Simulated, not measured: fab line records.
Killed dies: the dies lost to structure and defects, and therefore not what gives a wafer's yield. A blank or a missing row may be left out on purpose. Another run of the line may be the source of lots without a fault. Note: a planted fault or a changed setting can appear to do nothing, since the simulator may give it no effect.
Chamber matching    flow nand_harc    NHARC_A_DECK1_JOINT_DEP_16 on pecvd-01: 3 sister chambers
The step deposits SiO2, target thk 45 nm. 3 wafers are shown with their chamber, then 7 later ones without.

EACH WAFER AND ITS CHAMBER
wafer   chamber  throttle_valve_pct (%)
L202.5  2        15.6
L208.4  0        14.8
L208.5  1        16.3

WAFERS WITHOUT THEIR CHAMBER
wafer   throttle_valve_pct (%)
L208.6  15.8
L216.2  14.8
L216.4  14.8
L216.5  16.5
L217.2  16.3
L217.4  15.1
L217.6  15.9

THE CHAMBER EACH PASSED THROUGH
wafer   from the rows above      in truth
L208.6  can't be placed: 2 or 1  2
L216.2  0                        0
L216.4  0                        0
L216.5  1                        1
L217.2  1                        1
L217.4  can't be placed: 0 or 2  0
L217.6  can't be placed: 2 or 1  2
Correctly placed: 4 of 7. From these rows, 3 cannot be placed; in 3 the true chamber is one of the candidates. 0 placed wrongly.
How it was worked out, from the rows above alone: a wafer's distance from a chamber is the root of the sum, over the readings, of the square of ((its reading less the chamber's mean) divided by the reading's scatter). If the next closest chamber is less than 2 further off than the closest, the wafer can't be placed; otherwise it belongs to the closest. A chamber's mean is the mean of its shown wafers. The scatter: with one shown wafer a chamber, the root of the mean of the squares of how far each hidden wafer lies from its nearest shown one.
